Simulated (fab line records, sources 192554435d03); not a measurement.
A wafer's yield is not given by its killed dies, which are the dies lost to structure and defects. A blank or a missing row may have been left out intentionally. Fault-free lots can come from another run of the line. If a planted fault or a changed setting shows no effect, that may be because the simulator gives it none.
Chamber matching / flow n5-finfet / rie-diel-01 running N5_BEOL_M11_STRIP_36: 4 sister chambers
The step strips in N2/H2. 4 wafers are shown with their chamber, then 9 later ones without.

== WAFERS, EACH WITH ITS CHAMBER ==
wafer=L085.4; chamber=0; drypump-motor-current-A (A)=6.7
wafer=L090.2; chamber=2; drypump-motor-current-A (A)=6.0
wafer=L090.4; chamber=1; drypump-motor-current-A (A)=5.0
wafer=L090.6; chamber=3; drypump-motor-current-A (A)=5.9

== WAFERS MISSING THEIR CHAMBER ==
wafer=L092.1; drypump-motor-current-A (A)=5.9
wafer=L092.4; drypump-motor-current-A (A)=6.7
wafer=L092.5; drypump-motor-current-A (A)=5.9
wafer=L093.1; drypump-motor-current-A (A)=5.9
wafer=L093.2; drypump-motor-current-A (A)=6.7
wafer=L093.4; drypump-motor-current-A (A)=6.7
wafer=L095.1; drypump-motor-current-A (A)=5.8
wafer=L095.2; drypump-motor-current-A (A)=6.0
wafer=L095.3; drypump-motor-current-A (A)=4.9

== EACH ONE'S CHAMBER ==
wafer=L092.1; from the rows above=3; in truth=3
wafer=L092.4; from the rows above=0; in truth=0
wafer=L092.5; from the rows above=3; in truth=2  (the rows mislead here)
wafer=L093.1; from the rows above=3; in truth=3
wafer=L093.2; from the rows above=0; in truth=0
wafer=L093.4; from the rows above=0; in truth=0
wafer=L095.1; from the rows above=3; in truth=3
wafer=L095.2; from the rows above=2; in truth=2
wafer=L095.3; from the rows above=1; in truth=1
Correctly placed: 8 of 9. Not placeable from these rows: 0. Number placed wrongly: 1.
How it was worked out, from the rows above alone: a wafer's distance from a chamber is the root of the sum, over the readings, of the square of ((its reading less the chamber's mean) divided by the reading's scatter). The wafer belongs to the nearest chamber; if the next one is less than 2 further off, it can't be placed. For every chamber, the mean is computed from those of its wafers that are shown. The scatter: with one shown wafer a chamber, the root of the mean of the squares of how far each hidden wafer lies from its nearest shown one.
